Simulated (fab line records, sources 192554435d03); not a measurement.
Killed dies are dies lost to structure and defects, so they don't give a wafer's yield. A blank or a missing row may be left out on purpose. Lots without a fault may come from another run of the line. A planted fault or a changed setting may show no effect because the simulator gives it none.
fab line records | flow n5_finfet
record lots=7 wafers=21
route steps=1938 shown BEOL_M1@800 BEOL_M2@882 BEOL_M4@1028 BEOL_M5@1141 BEOL_M7@1299 BEOL_M8@1371 BEOL_M9@1401
start_h: hours from the record's first day to the start of the lot's first wafer shown | wait_h: hours since the lot's step before | " the same as in the row above | L1.1+2: a row that stands for several wafers | - no value, or no start given | * or withheld: withheld | < > ~ a bound
route shown NAME@n: a module of which the file shows steps, and the number in the route of the first | usual: mean/standard deviation of fault-free wafers | same: alike in all rows | chamber/n: place in a boat | sites: the reading at each site | _std_site: their standard deviation | _edge_site: outer sites' mean less inner sites' | radius_mm: how far each site lies from the wafer's centre | mask NAME#n: copy n | behind: the tool/chamber that last shaped the wafer | hold: why the lot was held/for how many hours/how that ended | device: the transistor (n, p or np) that didn't switch | end of line: the same wafers' tests at the end of the route | a step without rows: its recipe alone | killed: dies lost to structure and defects at the first sort, not the wafer's yield | map: a wafer's dies, x killed, . not, _ none there
set.NAME: the setting as run; set.NAME@STEP: as run at that earlier step | model.NAME: the simulator's own value behind a step, which no gauge read
lots whose settings were changed on purpose; a table a step, a row a wafer
## steps
# step N5_BEOL_M1_TRENCH_ETCH_37
# recipe chemistry=C4F6/O2 target_depth_a=552.07 target=SiOC time_s=29 ion_energy_ev=250 pressure_mtorr=30 source_w=355 bias_w=185 Ar_flow_sccm=300 C4F6_flow_sccm=10 O2_flow_sccm=10
# columns lot.wafer tool chamber start_h wait_h set.time_s model.etch.depth_nm model.BEOL_M1.feature_depth_nm
L074.1 rie_diel-06 1 - - 29 54.4 54.4
L074.3 " 0 " " 25.75 46.64 46.6
L074.4 " 1 " " 29 54.8 54.8
L077.1 rie_diel-05 2 - - 35.28 66.2 66.2
L077.2 " 0 " " 29 57.5 57.6
L077.4 " 3 " " 35.28 65.09 65
L080.3 rie_diel-05 1 - - 29 57.41 57.4
L080.4 " 3 " " 29 52.82 52.8
L080.5 " 1 " " 29 57.06 57
L085.2 rie_diel-02 1 - - 29 56.64 56.6
L085.3 " 2 " " 29 55.4 55.4
L085.4 " 0 " " 29 55.04 55
L092.1 rie_diel-02 3 - - 34.66 67.48 67.4
L092.2 " 0 " " 29 55.06 55
L092.4 " 3 " " 29 57.27 57.2
L093.1 rie_diel-05 0 - - 32.27 62.62 62.6
L093.3 " 2 " " 29 53.86 53.8
L093.4 " 3 " " 29 53.5 53.6
L095.1 rie_diel-06 3 - - 29 56.93 57
L095.2 " 0 " " 29 52.85 52.8
L095.5 " 3 " " 34.61 68.55 68.6
# step N5_BEOL_M1_ETCH_41
# recipe chemistry=CH3F/O2 target=SiCN target_depth_a=319 taper_deg=2 time_s=57.8 ion_energy_ev=120 mask_material=TiN pressure_mtorr=30 source_w=395 bias_w=75 Ar_flow_sccm=150 CH3F_flow_sccm=30 O2_flow_sccm=20
# step N5_BEOL_M1_STRIP_97
# recipe chemistry=N2/H2 time_s=10 power_w=450 temp_c=40 pressure_mtorr=20 rf_frequency_hz=6e+07 bias_power_w=7 n2_flow_sccm=200 h2_flow_sccm=200
# step N5_BEOL_M1_OCD_MEAS_38
# usual trench_depth_nm=55.3/1.5
# columns lot.wafer tool chamber start_h wait_h set.time_s@BEOL_M1_TRENCH_ETCH_37 trench_depth_nm
L074.1 ocd-02 - 133.68 - 29 54.4
L074.3 " - " " 25.75 46.4
L074.4 " - " " 29 55.4
L077.1 ocd-02 - 150.05 - 35.28 66.3
L077.2 " - " " 29 58.1
L077.4 " - " " 35.28 65.2
L080.3 ocd-01 - 172.23 - 29 58.3
L080.4 " - " " 29 53.2
L080.5 " - " " 29 57.2
L085.2 ocd-01 - 205.06 - 29 56.6
L085.3 " - " " 29 55.6
L085.4 " - " " 29 55.0
L092.1 ocd-02 - 239.03 - 34.66 67.3
L092.2 " - " " 29 55.3
L092.4 " - " " 29 57.3
L093.1 ocd-02 - 244.25 - 32.27 62.6
L093.3 " - " " 29 53.5
L093.4 " - " " 29 53.5
L095.1 ocd-02 - 250.39 - 29 56.7
L095.2 " - " " 29 52.8
L095.5 " - " " 34.61 68.2
# step N5_BEOL_M2_ALD_98
# recipe material=SiO2 target_thk_a=25 temp_c=100 ald_precursor_family=BDEAS ald_co_reactant=O2-plasma pulse_time_s=1 co_reactant_pulse_time_s=1 purge_time_s=2 co_reactant_purge_time_s=2 ald_cycles=17 pressure_torr=2
# columns lot.wafer tool chamber start_h wait_h set.ald_cycles model.SiO2_of_BEOL_M2_ALD_98.thk_nm
L074.1+3 ald_sin-04 0,2 140.26 0.1 19 2.8
L074.4 " 3 " " 17 2.6
L077.1+2 ald_sin-02 3,2 158.57 0.1 18 2.6
L077.4 " 0 " " 17 2.6
L080.3+5 ald_sin-03 3,2 180.53 1.3 17 2.4
L080.4 " 2 " " 18 2.6
L085.2+3 ald_sin-02 1,2 211.19 0.1 17 2.6
L085.4 " 3 " " 17 2.4
L092.1 ald_sin-02 0 245.58 0.1 17 2.6
L092.2 " 3 " " 17 2.4
L092.4 " 2 " " 19 2.8
L093.1 ald_sin-03 2 250.13 0.1 17 2.4
L093.3+4 " 1,0 " " 20 3
L095.1 ald_sin-02 1 257.28 0.3 15 2.2
L095.2+5 " 0 " " 17 2.6
# step N5_BEOL_M4_COAT_05
# recipe resist=CAR-EUV spin_rpm=1500 resist_thk_nm=30
# columns lot.wafer tool chamber start_h wait_h set.spin_rpm model.CAR-EUV_of_BEOL_M4_COAT_05.thk_nm
L074.1 litho_track-04 0 - - 1500 30.2
L074.3+4 " 0 " " 1373 31.4
L077.1+2 litho_track-03 0 - - 1546 29.4
L077.4 " 0 " " 1546 29.6
L080.3+4+5 litho_track-03 0 - - 1500 30
L085.2+4 litho_track-01 0 - - 1500 30.2
L085.3 " 0 " " 1500 30
L092.1+2 litho_track-04 0 - - 1411 30.8
L092.4 " 0 " " 1411 31
L093.1+4 litho_track-01 0 - - 1500 30
L093.3 " 0 " " 1557 29.4
L095.1+2 litho_track-04 0 - - 1500 30
L095.5 " 0 " " 1428 30.8
# step N5_BEOL_M4_EBR_07
# recipe solvent=PGMEA ebr_width_mm=1.5
# step N5_BEOL_M4_SOFTBAKE_06
# recipe temp_c=110 time_s=60 resist=CAR-EUV
# step N5_BEOL_M4_EXPOSE_08
# recipe mask_id=M4 na=0.33 source_shape=dipole sigma_inner=0.369 sigma_outer=0.767 polarization=unpolarized dose_mj=41.25
# step N5_BEOL_M4_PEB_09
# recipe peb_temp_c=100 peb_time_s=60 resist=CAR-EUV
# step N5_BEOL_M4_DEVELOP_10
# recipe develop_time_s=30 developer=TMAH resist=CAR-EUV rinse_liquid=surfactant_rinse dry=air_spin dev_temp_c=23
# columns lot.wafer tool chamber start_h wait_h set.spin_rpm@BEOL_M4_COAT_05 model.CAR-EUV_of_BEOL_M4_COAT_05.thk_nm
L074.1 litho_track-03 0 - - 1500 29.6
L074.3+4 " 0 " " 1373 31
L077.1+2+4 litho_track-03 0 - - 1546 29
L080.3 litho_track-04 0 - - 1500 29.6
L080.4+5 " 0 " " 1500 29.4
L085.2+3+4 litho_track-04 0 - - 1500 29.6
L092.1+2+4 litho_track-04 0 - - 1411 30.4
L093.1+4 litho_track-03 0 - - 1500 29.6
L093.3 " 0 " " 1557 29
L095.1+2 litho_track-04 0 - - 1500 29.6
L095.5 " 0 " " 1428 30.4
# step N5_BEOL_M4_DESCUM_16
# recipe chemistry=O2 time_s=7 source_power_w=50 bias_power_w=20 pressure_mtorr=20 rf_frequency_hz=2.712e+07 temp_c=40 resist=CAR-EUV o2_flow_sccm=225
# columns lot.wafer tool chamber start_h wait_h set.spin_rpm@BEOL_M4_COAT_05 model.CAR-EUV_of_BEOL_M4_COAT_05.thk_nm
L074.1 rie_diel-01 3 164.20 0.0 1500 26.2
L074.3+4 " 0,1 " " 1373 27.4
L077.1+2+4 rie_diel-03 2,3,1 184.30 0.0 1546 25.4
L080.3 rie_diel-03 0 198.34 0.0 1500 26
L080.4+5 " 1 " " 1500 25.8
L085.2+4 rie_diel-01 0,3 232.36 0.0 1500 26.2
L085.3 " 2 " " 1500 26
L092.1+2 rie_diel-03 0,3 264.35 0.1 1411 26.8
L092.4 " 0 " " 1411 27
L093.1+4 rie_diel-01 1,2 286.08 0.0 1500 26
L093.3 " 0 " " 1557 25.4
L095.1 rie_diel-04 1 287.57 0.1 1500 26.2
L095.2 " 3 " " 1500 26
L095.5 " 0 " " 1428 26.8
# step N5_BEOL_M4_ETCH_74
# recipe chemistry=N2/H2 target=underlayer target_depth_a=65 mask_material=CAR-EUV time_s=5.2 ion_energy_ev=200 pressure_mtorr=30 source_w=840 bias_w=150 n2_flow_sccm=200 h2_flow_sccm=200 ends=cleared
# columns lot.wafer tool chamber start_h wait_h set.spin_rpm@BEOL_M4_COAT_05 model.CAR-EUV_of_BEOL_M4_COAT_05.thk_nm
L074.1 rie_diel-01 3 164.23 0.0 1500 20.4
L074.3 " 0 " " 1373 21.6
L074.4 " 1 " " 1373 21.8
L077.1+4 rie_diel-03 2,1 184.34 0.0 1546 19.8
L077.2 " 3 " " 1546 19.6
L080.3+4+5 rie_diel-03 0,1,1 198.38 0.0 1500 20.2
L085.2+3+4 rie_diel-01 0,2,3 232.39 0.0 1500 20.4
L092.1 rie_diel-03 0 264.38 0.0 1411 21
L092.2+4 " 3,0 " " 1411 21.2
L093.1+4 rie_diel-01 1,2 286.12 0.0 1500 20.4
L093.3 " 0 " " 1557 19.8
L095.1+2 rie_diel-04 1,3 287.60 0.0 1500 20.4
L095.5 " 0 " " 1428 21.2
# step N5_BEOL_M5_COAT_74
# recipe resist=underlayer temp_c=205 time_s=60 spin_rpm=1500 resist_thk_nm=5
# columns lot.wafer tool chamber start_h wait_h set.spin_rpm
L074.1+3+4 litho_track-04 0 - - 1500
L077.1+2 litho_track-04 0 - - 1500
L077.4 " 0 " " 1668
L080.3+4+5 litho_track-04 0 - - 1500
L085.2+3+4 litho_track-05 0 - - 1500
L092.1+2+4 litho_track-04 0 - - 1500
L093.1 litho_track-02 0 - - 1500
L093.3+4 " 0 " " 1353
L095.1 litho_track-04 0 - - 1644
L095.2+5 " 0 " " 1500
# step N5_BEOL_M5_COAT_22
# recipe resist=CAR-EUV spin_rpm=1500 resist_thk_nm=30
# columns lot.wafer tool chamber start_h wait_h set.spin_rpm model.CAR-EUV_of_BEOL_M5_COAT_22.thk_nm
L074.1+3+4 litho_track-04 0 - - 1500 30
L077.1 litho_track-04 0 - - 1500 30
L077.2+4 " 0 " " 1634 28.8
L080.3 litho_track-04 0 - - 1615 28.8
L080.4 " 0 " " 1500 30
L080.5 " 0 " " 1615 29
L085.2+3+4 litho_track-05 0 - - 1500 30.2
L092.1+2+4 litho_track-04 0 - - 1500 30
L093.1+3 litho_track-02 0 - - 1500 30
L093.4 " 0 " " 1500 29.8
L095.1+2 litho_track-04 0 - - 1500 30
L095.5 " 0 " " 1500 29.8
# step N5_BEOL_M5_EBR_24
# recipe solvent=PGMEA ebr_width_mm=1.5
# step N5_BEOL_M5_SOFTBAKE_23
# recipe temp_c=110 time_s=60 resist=CAR-EUV
# step N5_BEOL_M5_EXPOSE_25
# recipe mask_id=V4 na=0.33 source_shape=quasar sigma_inner=0.2 sigma_outer=0.6 polarization=unpolarized defocus_nm=10 dose_mj=52.75
# step N5_BEOL_M5_PEB_26
# recipe peb_temp_c=100 peb_time_s=60 resist=CAR-EUV
# step N5_BEOL_M5_DEVELOP_27
# recipe develop_time_s=30 developer=TMAH resist=CAR-EUV rinse_liquid=surfactant_rinse dry=air_spin dev_temp_c=23
# columns lot.wafer tool chamber start_h wait_h set.spin_rpm@BEOL_M5_COAT_22 model.CAR-EUV_of_BEOL_M5_COAT_22.thk_nm
L074.1+3+4 litho_track-05 0 - - 1500 29.6
L077.1 litho_track-05 0 - - 1500 29.6
L077.2+4 " 0 " " 1634 28.4
L080.3+5 litho_track-02 0 - - 1615 28.4
L080.4 " 0 " " 1500 29.4
L085.2+3+4 litho_track-05 0 - - 1500 29.8
L092.1+2+4 litho_track-05 0 - - 1500 29.6
L093.1+4 litho_track-05 0 - - 1500 29.4
L093.3 " 0 " " 1500 29.6
L095.1+5 litho_track-04 0 - - 1500 29.4
L095.2 " 0 " " 1500 29.6
# step N5_BEOL_M5_DESCUM_33
# recipe chemistry=O2 time_s=7 source_power_w=50 bias_power_w=20 pressure_mtorr=20 rf_frequency_hz=2.712e+07 temp_c=40 resist=CAR-EUV o2_flow_sccm=225
# step N5_BEOL_M5_ETCH_75
# recipe chemistry=N2/H2 target=underlayer target_depth_a=65 mask_material=CAR-EUV time_s=5.2 ion_energy_ev=200 pressure_mtorr=30 source_w=840 bias_w=150 n2_flow_sccm=200 h2_flow_sccm=200 ends=cleared
# columns lot.wafer tool chamber start_h wait_h set.spin_rpm@BEOL_M5_COAT_74 model.etch.depth_nm
L074.1 rie_diel-06 2 180.28 0.0 1500 4.989
L074.3 " 3 " " 1500 4.985
L074.4 " 1 " " 1500 4.988
L077.1 rie_diel-02 2 200.08 0.0 1500 5.011
L077.2 " 0 " " 1500 4.991
L077.4 " 1 " " 1668 4.747
L080.3 rie_diel-06 3 211.82 0.0 1500 4.995
L080.4 " 1 " " 1500 5.001
L080.5 " 0 " " 1500 4.988
L085.2 rie_diel-06 1 250.40 0.0 1500 5.025
L085.3 " 3 " " 1500 5.031
L085.4 " 0 " " 1500 5.033
L092.1 rie_diel-02 3 278.31 0.0 1500 5.007
L092.2 " 1 " " 1500 4.986
L092.4 " 3 " " 1500 4.992
L093.1 rie_diel-05 0 297.19 0.0 1500 4.997
L093.3 " 2 " " 1353 5.277
L093.4 " 1 " " 1353 5.271
L095.1 rie_diel-06 0 301.01 0.0 1644 4.771
L095.2 " 2 " " 1500 4.989
L095.5 " 2 " " 1500 4.993
# step N5_BEOL_M7_DESCUM_33
# recipe chemistry=O2 time_s=7 source_power_w=50 bias_power_w=20 pressure_mtorr=20 rf_frequency_hz=2.712e+07 temp_c=40 resist=CAR-EUV o2_flow_sccm=225
# columns lot.wafer tool chamber start_h wait_h set.time_s model.CAR-EUV_of_BEOL_M7_COAT_22.thk_nm
L074.1+3 rie_diel-02 2,0 203.17 0.0 7 26
L074.4 " 3 " " 7 25.8
L077.1 rie_diel-06 1 224.93 0.8 8.153 25.6
L077.2 " 2 " " 7 26.2
L077.4 " 3 " " 8.153 25.4
L080.3 rie_diel-06 3 232.75 0.0 6.364 26.2
L080.4+5 " 1,0 " " 7 26
L085.2 rie_diel-05 1 272.56 1.7 7 26
L085.3 " 3 " " 7 26.4
L085.4 " 3 " " 7 26.2
L092.1 rie_diel-06 0 297.43 0.2 7 26.2
L092.2 " 2 " " 5.461 26.8
L092.4 " 3 " " 7 26
L093.1+3+4 rie_diel-02 1,2,0 317.07 0.3 7 26
L095.1 rie_diel-05 3 319.07 0.4 7 26.2
L095.2 " 1 " " 7 25.8
L095.5 " 3 " " 8.429 25.4
# step N5_BEOL_M7_ETCH_72
# recipe chemistry=N2/H2 target=underlayer target_depth_a=65 mask_material=CAR-EUV time_s=5.2 ion_energy_ev=200 pressure_mtorr=30 source_w=840 bias_w=150 n2_flow_sccm=200 h2_flow_sccm=200 ends=cleared
# columns lot.wafer tool chamber start_h wait_h set.time_s@BEOL_M7_DESCUM_33 model.CAR-EUV_of_BEOL_M7_COAT_22.thk_nm
L074.1+3+4 rie_diel-02 2,0,3 203.21 0.0 7 20.2
L077.1+4 rie_diel-06 1,3 224.97 0.0 8.153 19.8
L077.2 " 2 " " 7 20.4
L080.3 rie_diel-06 3 232.79 0.0 6.364 20.6
L080.4+5 " 1,0 " " 7 20.2
L085.2 rie_diel-05 1 272.59 0.0 7 20.2
L085.3+4 " 3 " " 7 20.6
L092.1+4 rie_diel-06 0,3 297.47 0.0 7 20.4
L092.2 " 2 " " 5.461 21.2
L093.1+3+4 rie_diel-02 1,2,0 317.11 0.0 7 20.2
L095.1 rie_diel-05 3 319.10 0.0 7 20.6
L095.2 " 1 " " 7 20.2
L095.5 " 3 " " 8.429 19.8
# step N5_BEOL_M7_ETCH_65
# recipe chemistry=CF4 target=SiARC target_depth_a=156 mask_material=CAR-EUV time_s=26 ion_energy_ev=80 pressure_mtorr=40 source_w=545 bias_w=36 Ar_flow_sccm=100 cf4_flow_sccm=100 ends=cleared
# columns lot.wafer tool chamber start_h wait_h set.time_s@BEOL_M7_DESCUM_33 model.CAR-EUV_of_BEOL_M7_COAT_22.thk_nm
L074.1+3+4 rie_diel-02 2,0,3 203.23 0.0 7 11
L077.1 rie_diel-06 1 224.98 0.0 8.153 10.6
L077.2 " 2 " " 7 11.2
L077.4 " 3 " " 8.153 10.4
L080.3 rie_diel-06 3 232.80 0.0 6.364 11.4
L080.4 " 1 " " 7 11.2
L080.5 " 0 " " 7 11
L085.2 rie_diel-05 1 272.61 0.0 7 11.2
L085.3+4 " 3 " " 7 11.4
L092.1+4 rie_diel-06 0,3 297.48 0.0 7 11.2
L092.2 " 2 " " 5.461 11.8
L093.1+3+4 rie_diel-02 1,2,0 317.12 0.0 7 11
L095.1 rie_diel-05 3 319.12 0.0 7 11.4
L095.2 " 1 " " 7 11
L095.5 " 3 " " 8.429 10.6
# step N5_BEOL_M8_ETCH_66
# recipe chemistry=N2/H2 target=SOC target_depth_a=800 overetch_a=160 mask_material=SiARC temp_c=40 time_s=120 ion_energy_ev=200 pressure_mtorr=30 source_w=840 bias_w=150 n2_flow_sccm=200 h2_flow_sccm=200
# usual rf_vpp_V=523.7/2.1
# columns lot.wafer tool chamber start_h wait_h set.bias_w rf_vpp_V model.SiARC_of_BEOL_M8_COAT_64.thk_nm
L074.1 rie_diel-03 1 211.48 0.0 124.3 466.6 7.8
L074.3 " 0 " " 124.3 464.3 8
L074.4 " 3 " " 150 522.5 6.4
L077.1 rie_diel-03 1 233.75 0.0 150 527.0 6.4
L077.2 " 3 " " 133.3 486.3 7.2
L077.4 " 0 " " 133.3 486.7 7.4
L080.3 rie_diel-01 1 243.08 0.0 150 524.7 6.4
L080.4 " 3 " " 138 498.1 7
L080.5 " 1 " " 150 524.5 6.4
L085.2 rie_diel-03 2 285.26 0.0 150 524.7 6.4
L085.3 " 1 " " 150 525.0 6.6
L085.4 " 0 " " 150 522.2 6.8
L092.1 rie_diel-03 2 308.94 0.0 169.8 567.3 5.4
L092.2 " 1 " " 150 525.1 6.6
L092.4 " 0 " " 150 524.9 6.6
L093.1 rie_diel-01 1 326.56 0.0 150 524.6 6.4
L093.3 " 0 " " 142 510.2 6.4
L093.4 " 2 " " 142 502.9 6.8
L095.1 rie_diel-04 3 328.78 0.0 135 486.4 7.6
L095.2 " 2 " " 135 486.7 7.2
L095.5 " 3 " " 150 520.9 6.8
# step N5_BEOL_M9_ILD_DEP_00
# recipe material=SiCOH_lowk target_thk_a=3085.1 temp_c=300 precursor=DEMS/porogen pressure_torr=5 rf_w=500 time_s=58
# columns lot.wafer tool chamber start_h wait_h set.time_s model.SiCOH_lowk_of_BEOL_M9_ILD_DEP_00.thk_nm
L074.1 pecvd-01 1 215.63 0.0 61.95 328.4
L074.3 " 0 " " 58 311.4
L074.4 " 1 " " 58 315.8
L077.1 pecvd-03 2 236.92 0.0 58 305.6
L077.2 " 0 " " 58 305.2
L077.4 " 2 " " 58 314
L080.3 pecvd-01 1 246.51 0.0 50.75 273
L080.4 " 2 " " 58 307.4
L080.5 " 1 " " 50.75 276.4
L085.2+4 pecvd-01 1,0 288.33 0.0 58 312.2
L085.3 " 0 " " 58 307.6
L092.1 pecvd-01 1 312.11 0.0 58 308.6
L092.2 " 2 " " 58 301.2
L092.4 " 0 " " 58 310.8
L093.1 pecvd-02 0 330.76 0.0 58 305.6
L093.3 " 1 " " 58 302.4
L093.4 " 0 " " 58 307
L095.1 pecvd-01 1 332.13 0.0 62.53 334
L095.2 " 0 " " 58 313.4
L095.5 " 1 " " 62.53 336
# step N5_BEOL_M9_CURE_71
# recipe temp_c=385 time_s=240 ambient=He/Ar material=SiCOH_lowk
# columns lot.wafer tool chamber start_h wait_h set.time_s@BEOL_M9_ILD_DEP_00 model.SiCOH_lowk_of_BEOL_M9_ILD_DEP_00.thk_nm
L074.1 uv_cure-03 1 215.74 0.1 61.95 285.6
L074.3 " 1 " " 58 270.6
L074.4 " 1 " " 58 274.6
L077.1 uv_cure-03 1 237.06 0.1 58 265.6
L077.2 " 1 " " 58 265
L077.4 " 1 " " 58 272.8
L080.3 uv_cure-02 1 247.18 0.6 50.75 236.6
L080.4 " 1 " " 58 267
L080.5 " 1 " " 50.75 239.8
L085.2 uv_cure-03 1 288.49 0.1 58 271.4
L085.3 " 1 " " 58 267.2
L085.4 " 1 " " 58 271.2
L092.1 uv_cure-01 0 312.19 0.0 58 268.2
L092.2 " 0 " " 58 261.6
L092.4 " 0 " " 58 270
L093.1 uv_cure-03 0 330.84 0.0 58 265.4
L093.3 " 0 " " 58 262.6
L093.4 " 0 " " 58 266.6
L095.1 uv_cure-03 2 332.21 0.0 62.53 290.6
L095.2 " 2 " " 58 272.2
L095.5 " 2 " " 62.53 292.4
# step N5_BEOL_M9_THK_MEAS_01
# recipe reads=SiCOH_lowk_of_BEOL_M9_ILD_DEP_00
# usual M9_ILD_THK=267/4
# columns lot.wafer tool chamber start_h wait_h set.time_s@BEOL_M9_ILD_DEP_00 M9_ILD_THK[nm]
L074.1 film_metro-01 - 216.25 0.4 61.95 286
L074.3 " - " " 58 271
L074.4 " - " " 58 275
L077.1 film_metro-01 - 237.57 0.4 58 265
L077.2 " - " " 58 265
L077.4 " - " " 58 273
L080.3 film_metro-02 - 247.53 0.3 50.75 237
L080.4 " - " " 58 267
L080.5 " - " " 50.75 240
L085.2 film_metro-01 - 288.92 0.4 58 272
L085.3 " - " " 58 267
L085.4 " - " " 58 271
L092.1 film_metro-01 - 312.70 0.4 58 268
L092.2 " - " " 58 261
L092.4 " - " " 58 270
L093.1 film_metro-01 - 331.36 0.4 58 266
L093.3 " - " " 58 263
L093.4 " - " " 58 266
L095.1 film_metro-02 - 332.72 0.4 62.53 291
L095.2 " - " " 58 272
L095.5 " - " " 62.53 293
## key
split step=N5_BEOL_M1_TRENCH_ETCH_37 setting=time_s stated=29 by=wafer
response step=N5_BEOL_M1_TRENCH_ETCH_37 reading=model.etch.depth_nm change=+0.577 per=1% r=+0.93
response step=N5_BEOL_M1_TRENCH_ETCH_37 reading=model.BEOL_M1.feature_depth_nm change=+0.575 per=1% r=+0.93
response step=N5_BEOL_M1_OCD_MEAS_38 reading=trench_depth_nm change=+0.568 per=1% r=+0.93
split step=N5_BEOL_M2_ALD_98 setting=ald_cycles stated=17 by=wafer
response step=N5_BEOL_M2_ALD_98 reading=model.SiO2_of_BEOL_M2_ALD_98.thk_nm change=+0.0281 per=1% r=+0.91
split step=N5_BEOL_M4_COAT_05 setting=spin_rpm stated=1500 by=wafer
response step=N5_BEOL_M4_COAT_05 reading=model.CAR-EUV_of_BEOL_M4_COAT_05.thk_nm change=-0.149 per=1% r=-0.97
response step=N5_BEOL_M4_DEVELOP_10 reading=model.CAR-EUV_of_BEOL_M4_COAT_05.thk_nm change=-0.165 per=1% r=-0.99
response step=N5_BEOL_M4_DESCUM_16 reading=model.CAR-EUV_of_BEOL_M4_COAT_05.thk_nm change=-0.145 per=1% r=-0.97
response step=N5_BEOL_M4_ETCH_74 reading=model.CAR-EUV_of_BEOL_M4_COAT_05.thk_nm change=-0.157 per=1% r=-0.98
split step=N5_BEOL_M5_COAT_74 setting=spin_rpm stated=1500 by=wafer
response step=N5_BEOL_M5_ETCH_75 reading=model.etch.depth_nm change=-0.0245 per=1% r=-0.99
split step=N5_BEOL_M5_COAT_22 setting=spin_rpm stated=1500 by=wafer
response step=N5_BEOL_M5_COAT_22 reading=model.CAR-EUV_of_BEOL_M5_COAT_22.thk_nm change=-0.138 per=1% r=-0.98
response step=N5_BEOL_M5_DEVELOP_27 reading=model.CAR-EUV_of_BEOL_M5_COAT_22.thk_nm change=-0.133 per=1% r=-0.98
split step=N5_BEOL_M7_DESCUM_33 setting=time_s stated=7 by=wafer
response step=N5_BEOL_M7_DESCUM_33 reading=model.CAR-EUV_of_BEOL_M7_COAT_22.thk_nm change=-0.0327 per=1% r=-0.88
response step=N5_BEOL_M7_ETCH_72 reading=model.CAR-EUV_of_BEOL_M7_COAT_22.thk_nm change=-0.0346 per=1% r=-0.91
response step=N5_BEOL_M7_ETCH_65 reading=model.CAR-EUV_of_BEOL_M7_COAT_22.thk_nm change=-0.0317 per=1% r=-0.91
split step=N5_BEOL_M8_ETCH_66 setting=bias_w stated=150 by=wafer
response step=N5_BEOL_M8_ETCH_66 reading=rf_vpp_V change=+3.36 per=1% r=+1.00
response step=N5_BEOL_M8_ETCH_66 reading=model.SiARC_of_BEOL_M8_COAT_64.thk_nm change=-0.0809 per=1% r=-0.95
split step=N5_BEOL_M9_ILD_DEP_00 setting=time_s stated=58 by=wafer
response step=N5_BEOL_M9_ILD_DEP_00 reading=model.SiCOH_lowk_of_BEOL_M9_ILD_DEP_00.thk_nm change=+2.57 per=1% r=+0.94
response step=N5_BEOL_M9_CURE_71 reading=model.SiCOH_lowk_of_BEOL_M9_ILD_DEP_00.thk_nm change=+2.27 per=1% r=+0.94
response step=N5_BEOL_M9_THK_MEAS_01 reading=M9_ILD_THK change=+2.27 per=1% r=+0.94
